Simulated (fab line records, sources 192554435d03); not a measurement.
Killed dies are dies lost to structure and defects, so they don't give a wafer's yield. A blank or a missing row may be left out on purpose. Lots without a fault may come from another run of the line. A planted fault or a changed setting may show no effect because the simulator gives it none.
A struck lot beside a sound one | flow n5_finfet | 39 steps out of a route of 1938
Sound: wafers L136.2, L136.3, L136.5. Struck: wafer L146.6. (L146.5 of the same lot was not struck and is left out.) The cause comes at the end.
At each step with rows: each side's tool, then ch and its chambers, then its first start. Under that, the readings that differ: sound wafers | struck wafers | difference of the means | sigmas: that difference in standard deviations of wafers without a fault.
alike: readings whose means differ by less than 2 such deviations, and words and numbers that are the same on both sides. not compared: withheld readings, readings that some wafer has no value for, bounds like >300 that may hide the same value, and numbers for which the record gives no deviation and whose values overlap.
The two part at a step that has a row with sigmas, a row that says differs or no value, or rows on one side only. Numbers that don't overlap but have no deviation are shown without sigmas and don't part them. A reading that every wafer of one side lacks parts them only if that side has two wafers or more.

first, 9 steps without rows for these wafers: N5_DUMMY_GATE_EXPOSE_12 (exposes mask GATE, target cd 25 nm); N5_DUMMY_GATE_PEB_13 (peb time 60 s); N5_DUMMY_GATE_DEVELOP_14 (develop time 30 s); N5_DUMMY_GATE_DESCUM_20 (chemistry O2, time 6.2 s); N5_DUMMY_GATE_ETCH_29 (etches underlayer in N2/H2, target depth 13 nm); N5_DUMMY_GATE_ETCH_36 (etches SiARC in CF4, target depth 13 nm); N5_DUMMY_GATE_ETCH_37 (etches SOC in N2/H2, target depth 60 nm, overetch 30 nm); N5_DUMMY_GATE_STRIP_38 (strips in N2/H2); N5_DUMMY_GATE_STRIP_39 (strips in N2/H2).
N5_DUMMY_GATE_TRIM_49: chemistry O2, time 29 s, target cd 14 nm.
  sound on rie_si-02 ch 1,2, day 3 17:17; struck on rie_si-02 ch 0, day 6 06:44
  reading                     | sound             | struck | difference | sigmas
  oes_product_au (a.u.)       | 0.966 0.959 0.958 | 1.313  | +0.352     | +15
  temp_c (C)                  | 19.93 20.06 19.91 | 20.17  | +0.20      | +2
  model.DUMMY_GATE.cd_nm (nm) | 14.2 13.8 13.8    | 9.8    | -4.1       |
  alike: drypump_motor_current_A, throttle_valve_pct
  not compared: rf_hours_counter_h
then, 1 step without rows for these wafers: N5_DUMMY_GATE_STRIP_40 (strips in CF4).
N5_DUMMY_GATE_CD_MEAS_50: target cd 14 nm.
  sound on cd_sem-03, day 3 17:26; struck on cd_sem-03, day 6 06:51
  reading    | sound          | struck | difference | sigmas
  cd_nm (nm) | 14.5 13.8 13.5 | 10.0   | -3.9       | -11
then, 6 steps without rows for these wafers: N5_DUMMY_GATE_ETCH_31 (etches SiO2 in C4F6/O2, target depth 82.5 nm, time 27.5 s); N5_DUMMY_GATE_STRIP_41 (strips in O2); N5_DUMMY_GATE_HM_OPEN_21 (chemistry CH3F/O2, target SiNx, target depth 120 nm, time 171.4 s); N5_DUMMY_GATE_ETCH_32 (etches SiO2 in CF4, target depth 3.5 nm, time 3.9 s); N5_DUMMY_GATE_ETCH_23 (etches poly-Si in HBr/Cl2/O2, target depth 41 nm, time 22.3 s); N5_DUMMY_GATE_ETCH_44 (etches poly-Si in HBr/O2, stops on SiO2, target depth 127.5 nm).
N5_DUMMY_GATE_CD_MEAS_24: target cd 15 nm.
  sound on cd_sem-01, day 3 18:05; struck on cd_sem-02, day 6 07:20
  reading    | sound          | struck | difference | sigmas
  cd_nm (nm) | 15.1 14.5 15.2 | 10.6   | -4.3       | -11
N5_DUMMY_GATE_ETCH_42: etches SiO2 in CHF3/O2, target depth 3.5 nm, time 31 s.
  sound on rie_diel-04 ch 2,3, day 3 18:08; struck on rie_diel-01 ch 2, day 6 07:24
  reading                     | sound             | struck | difference | sigmas
  oes_product_au (a.u.)       | 0.94 0.79 0.95    | 0.72   | -0.17      | -2
  throttle_valve_pct (%)      | 18.52 18.34 18.52 | 18.93  | +0.47      | +3
  model.DUMMY_GATE.cd_nm (nm) | 15.2 14.8 15      | 10.8   | -4.2       |
  alike: bias_w, drypump_motor_current_A, rf_vpp_V, showerhead_plenum_p_Torr
  not compared: rf_hours_counter_h
then, 17 steps without rows for these wafers: N5_DUMMY_GATE_STRIP_48 (strips in N2/H2, time 20 s); N5_DUMMY_GATE_PRECLEAN_33 (cleans in dHF, time 10 s); N5_DUMMY_GATE_PRECLEAN_25 (cleans in O3/DIW, time 45 s); N5_DUMMY_GATE_PRECLEAN_51 (cleans in SC2, time 45 s); N5_DUMMY_GATE_SRD_26 (time 30 s); N5_DUMMY_GATE_UV_OZONE_45 (time 120 s); N5_SPACER0_ALD_07 (deposits SiNx, target thk 2 nm); N5_SPACER0_ALD_00 (deposits SiOCN, target thk 3.5 nm, pulse time 3 s, purge time 2 s); N5_SPACER0_ALD_08 (deposits SiNx, target thk 2 nm); N5_SD_EPI_N_COAT_32 (time 60 s, resist thk 350 nm); N5_SD_EPI_N_COAT_33 (time 60 s, resist thk 35 nm); N5_SD_EPI_N_COAT_03 (resist thk 150 nm); N5_SD_EPI_N_EBR_05; N5_SD_EPI_N_SOFTBAKE_04 (time 60 s); N5_SD_EPI_N_EXPOSE_06 (exposes mask SD N BLK, target cd 120 nm); N5_SD_EPI_N_PEB_07 (peb time 60 s); N5_SD_EPI_N_DEVELOP_08 (develop time 30 s).
N5_BEOL_M4_RC_MEAS_101:
  the record has rows for the sound wafers here (prober-02 ch 0, day 8 14:30) and none for the struck ones
-- the record jumps here: 10 days lie between the struck wafers' starts before and after (it left off in module BEOL_M4 and takes up again in module PASSIVATION, whose first step shown is number 1936 of the route) --
N5_PASSIVATION_PROBE_49:
  sound on prober-01, day 12 19:17; struck on prober-02, day 16 09:31
  reading                  | sound          | struck | difference | sigmas
  defect_limited_yield (%) | 92.1 92.1 90.8 | 0.2    | -91.5      | -65
  killed_at_front_end      | 38 38 52       | 1126   | +1083      | +90
  killed_dies              | 93 93 108      | 1178   | +1080      | +64
  killed_on_rim            | 13 14 17       | 150    | +135       | +33
  sort_bin_4_leakage (%)   | 0 0 0          | 0.17   | +0.17      | +8
  sort_bin_5_function (%)  | 4.4 4.5 4.8    | 97.0   | +92.4      | +99 or more
  sort_n_pass              | 1087 1087 1072 | 0      | -1082      | -64
  sort_yield_pct (%)       | 92.1 92.1 90.8 | 0      | -92        | -65
  alike: killed_at_M0_to_M3, killed_at_M4_up, killed_at_contacts, killed_at_other, killed_open, killed_short, sort_bin_6_memory

WHERE THEY PART
First at N5_DUMMY_GATE_TRIM_49; last, within this record, at N5_PASSIVATION_PROBE_49.

WHY: what the simulator had put in
Process parameter drift: rie_si-02, from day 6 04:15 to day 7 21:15, at N5_DUMMY_GATE_TRIM_49. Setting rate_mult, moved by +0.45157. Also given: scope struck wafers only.
